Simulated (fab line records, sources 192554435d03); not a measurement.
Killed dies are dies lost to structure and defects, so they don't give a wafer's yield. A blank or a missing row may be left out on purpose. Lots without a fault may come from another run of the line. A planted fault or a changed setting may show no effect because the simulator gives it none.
Problem report in the 8D (eight disciplines) form, filled by code | flow n5_finfet | the parts of the form that need people (team, actions taken, sign-off) are left out

1. THE PROBLEM
killed_at_M4_up at N5_PASSIVATION_PROBE_49 reads a mean of 137 on 1 wafer of 1 lot; wafers without a fault read 14 with a standard deviation of 5.7. That is +22 standard deviations from the usual mean.
First seen on wafer L199.2, day 14 14:19, on prober-01. The record holds 12 wafers of 4 lots with a number at this step. Rule for "out", or "out of limits": more than 4 standard deviations from the usual mean. The other wafers with a number count as sound.

2. WHAT IT IS AND WHAT IT IS NOT
question                    | is                                                                                                   | is not
which readings at this step | killed_at_M4_up, defect_limited_yield, killed_dies, sort_bin_5_function, sort_n_pass, sort_yield_pct | killed_at_M0_to_M3, killed_at_contacts, killed_at_front_end, killed_at_other, killed_open, killed_short, sort_bin_4_leakage, sort_bin_6_memory, sort_bin_8_speed
which lots                  | L199                                                                                                 | L190, L202, L205
which wafers of those lots  | L199.2                                                                                               | L199.4, L199.6
read on which tools         | prober-01                                                                                            | prober-02
when                        | from day 14 14:19                                                                                    | up to then (3 sound wafers); but 8 sound wafers of L199, L202, L205 came after

3. SUSPECTS, AND WHAT RULES EACH OUT
Counting: a tool at a process step up to the reading stays a suspect if it ran every lot that is out. Sound lots after the first of them don't rule it out here, since some wafers of a struck lot are sound.
- pvd_sputter-02 at N5_BEOL_M11_SURFACE_TREAT_76: kept. It ran the lot that is out, L199 (day 13 00:46); its last sound lot up to then is L190 (day 10 05:40).
- pvd_sputter-03 at N5_BEOL_M11_SPUTTER_48 (material Cu, target thk 12 nm, time 2 s): kept. It ran the lot that is out, L199 (day 13 00:58).
- cmp-04 at N5_BEOL_M11_CMP_52 (polishes, stops on SiCOH lowk, t overpolish 7 s, target thk 140 nm): kept. It ran the lot that is out, L199 (day 13 01:31).
- pecvd-02 at N5_BEOL_M11_DEP_56 (deposits SiCN from 3MS/NH3, target thk 30 nm, time 10.5 s): kept. It ran the lot that is out, L199 (day 13 01:52); its last sound lot up to then is L190 (day 10 07:20).
- pecvd-04 at N5_BEOL_M12_ILD_DEP_00 (deposits SiOC from DEMS/O2, target thk 658.92 nm, time 130.7 s): kept. It ran the lot that is out, L199 (day 13 01:59).
- rie_diel-05 at N5_BEOL_M12_ETCH_59 (etches BARC in N2/H2, target depth 89 nm, overetch 26.7 nm, time 67.9 s): kept. It ran the lot that is out, L199 (day 13 02:41); its last sound lot up to then is L190 (day 10 08:09).
- prober-01 at N5_PASSIVATION_PROBE_49: kept. It ran the lot that is out, L199 (day 14 14:19). Its own readings are out on those wafers: defect_limited_yield, killed_at_M4_up, killed_dies, sort_bin_5_function, sort_n_pass, sort_yield_pct.
- Within pecvd-04 at N5_BEOL_M12_ILD_DEP_00: the wafers that are out ran in chamber 2; their sound lot-mates ran in chambers 0, 1.
Left after counting: pvd_sputter-02 at N5_BEOL_M11_SURFACE_TREAT_76, pvd_sputter-03 at N5_BEOL_M11_SPUTTER_48, cmp-04 at N5_BEOL_M11_CMP_52, pecvd-02 at N5_BEOL_M11_DEP_56, pecvd-04 at N5_BEOL_M12_ILD_DEP_00, rie_diel-05 at N5_BEOL_M12_ETCH_59, prober-01 at N5_PASSIVATION_PROBE_49.

4. THE CAUSE (what the simulator had put in)
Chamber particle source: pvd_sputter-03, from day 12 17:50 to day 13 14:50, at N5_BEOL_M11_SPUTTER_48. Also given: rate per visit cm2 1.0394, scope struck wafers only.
Counting left 7 suspects, and this tool is among them.

5. THE CHAIN OF EFFECTS, in route order
Each row: a reading whose mean over the struck wafers that have a number lies more than 3 standard deviations from the usual. Only readings for which the record gives a usual standard deviation are gone through. hours: the time from each lot's start at the first step in this table that gives one to its start at this step, as a median over the lots. sigmas: the change in usual standard deviations.
hours | step                    | reading              | usual  | on struck wafers | change | sigmas
0     | N5_PASSIVATION_PROBE_49 | defect_limited_yield | 91.2 % | 82.2             | -9.0   | -5.6
0     | N5_PASSIVATION_PROBE_49 | killed_at_M4_up      | 14     | 137              | +123   | +22
0     | N5_PASSIVATION_PROBE_49 | killed_dies          | 104    | 210              | +106   | +5.6
0     | N5_PASSIVATION_PROBE_49 | sort_bin_5_function  | 5.1 %  | 11.5             | +6.4   | +6.4
0     | N5_PASSIVATION_PROBE_49 | sort_n_pass          | 1076   | 970              | -106   | -5.6
0     | N5_PASSIVATION_PROBE_49 | sort_yield_pct       | 91.2 % | 82.2             | -9.0   | -5.6
The process steps in it:
- N5_PASSIVATION_PROBE_49

6. WHAT WOULD HAVE CAUGHT IT SOONER
In this record the first reading out of limits was taken at day 14 14:19, 44 hours after the fault began at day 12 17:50.
Of the tool readings at N5_BEOL_M11_SPUTTER_48 for which the record gives a usual standard deviation, none was out on any struck wafer, so an alarm limit of 4 standard deviations on them would not have fired.
All the lots that are out (1) had begun N5_BEOL_M11_SPUTTER_48 on pvd_sputter-03 by day 14 14:19. A hold on the tool at that time would have spared none of them.
